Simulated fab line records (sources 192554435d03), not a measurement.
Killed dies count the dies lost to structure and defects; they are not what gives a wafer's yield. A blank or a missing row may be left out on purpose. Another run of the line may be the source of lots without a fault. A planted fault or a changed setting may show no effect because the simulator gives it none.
Split-lot trial ; flow n5 finfet ; 7 lots, 21 wafers read, on a route of 1938 steps

## THE SPLIT ITSELF
At N5_ZERO_LAYER_EXPOSE_08 (exposes mask ZERO, defocus 0 nm, target cd 2000 nm), the setting dose mj was moved away from the recipe's 16.2 on 8 of the 21 wafers read, by -7.4% to +6.5%. For the rest of the wafers, this setting stayed at what the recipe calls for.

## FROM THE SPLIT TO THE READING: what the file shows between them, 3 steps
- N5_ZERO_LAYER_PEB_09
- N5_ZERO_LAYER_DEVELOP_10: develop time 60 s
- N5_ZERO_LAYER_HARDBAKE_23: time 120 s

## THE READING
cd nm at N5_ZERO_LAYER_CD_MEAS_11, given in nm (cd target 2000 nm). Fault-free wafers of this fab line usually give 1999.7 nm, standard deviation 1.5 nm.

wafer;tool, chamber at the split;dose mj as run;against the recipe;cd nm, nm;against lot-mates on the recipe
L075.1;krf scanner-02, 0;15;-7.4%;1985.6;-14.6
L075.3;krf scanner-02, 0;15;-7.4%;1983.6;-16.6
L075.4;krf scanner-02, 0;16.2;recipe;2000.2;-
L077.2;krf scanner-02, 0;16.2;recipe;2002.4;-
L077.4;krf scanner-02, 0;16.59;+2.4%;2006.5;+5.8
L077.6;krf scanner-02, 0;16.2;recipe;1999.0;-
L084.1;krf scanner-02, 0;16.2;recipe;2000.7;-
L084.2;krf scanner-02, 0;15.69;-3.1%;1993.4;-7.3
L084.3;krf scanner-02, 0;15.69;-3.1%;1995.5;-5.2
L088.2;krf scanner-01, 0;16.2;recipe;1996.4;-
L088.3;krf scanner-01, 0;16.2;recipe;1996.6;-
L088.6;krf scanner-01, 0;16.2;recipe;1998.6;-
L089.1;krf scanner-01, 0;17.18;+6.0%;2012.1;+13.7
L089.5;krf scanner-01, 0;16.2;recipe;1997.3;-
L089.6;krf scanner-01, 0;16.2;recipe;1999.6;-
L091.1;krf scanner-02, 0;15.6;-3.7%;1993.7;-6.8
L091.2;krf scanner-02, 0;16.2;recipe;2000.5;-
L091.3;krf scanner-02, 0;16.2;recipe;2000.6;-
L092.1;krf scanner-02, 0;16.2;recipe;1998.2;-
L092.2;krf scanner-02, 0;16.2;recipe;2000.0;-
L092.3;krf scanner-02, 0;17.25;+6.5%;2012.9;+13.8

THE FIT
A straight line over all 21 wafers: cd nm changes by +2 nm for each +1% of dose mj; r = +0.97; the points scatter about the line by 1.7 nm.
The same after taking each lot's own level away (the mean of its wafers on the recipe; 21 wafers): +2.12 nm for each +1%; r = +0.99; scatter 1 nm.
That fit puts the effect of the largest move of dose mj on the reading at 16 nm.
Measured against the standard deviation above, the lots' own levels, which go from 1997.20 to 2000.70 nm, span 2.3 times it.
The two slopes are in agreement: the lot-to-lot level therefore moves the slope only a little.
Check: for one of the wafers moved furthest among these (-7.4%), held out of the fit, the line's prediction against its lot-mates is -15.9 nm. Against them it came out at -14.6 nm.

## THESE WAFERS: OTHER SPLITS
These wafers also went through other splits before the reading. Each is held against what the fit with the lots' levels taken away leaves over:
other split on the same wafers;wafers away from the commonest value;r with cd nm (lot level and that fit taken away)
N5_ZERO_LAYER_COAT_05 spin rpm;11;+0.22

## THE WHOLE CHAIN: every reading that the file lists as answering this split, in the file's order
step;what it does;reading;change (the file's fit);r (the file's)
N5_ZERO_LAYER_CD_MEAS_11;target cd 2000 nm;cd nm;+2.13 nm for each +1% of the setting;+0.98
N5_ZERO_LAYER_DESCUM_16;chemistry O2, time 7.9 s;ZERO_LAYER.cd nm (the simulator's own value, which no gauge read);+2.16 nm for each +1% of the setting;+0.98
N5_ZERO_LAYER_ETCH_17;etches SiO2 in CF4, target depth 12 nm, time 13.3 s;ZERO_LAYER.cd nm (the simulator's own value, which no gauge read);+2.13 nm for each +1% of the setting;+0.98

## THE FILE'S OWN FIT
cd nm changes by +2.13 nm for each +1% of dose mj, r = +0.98.
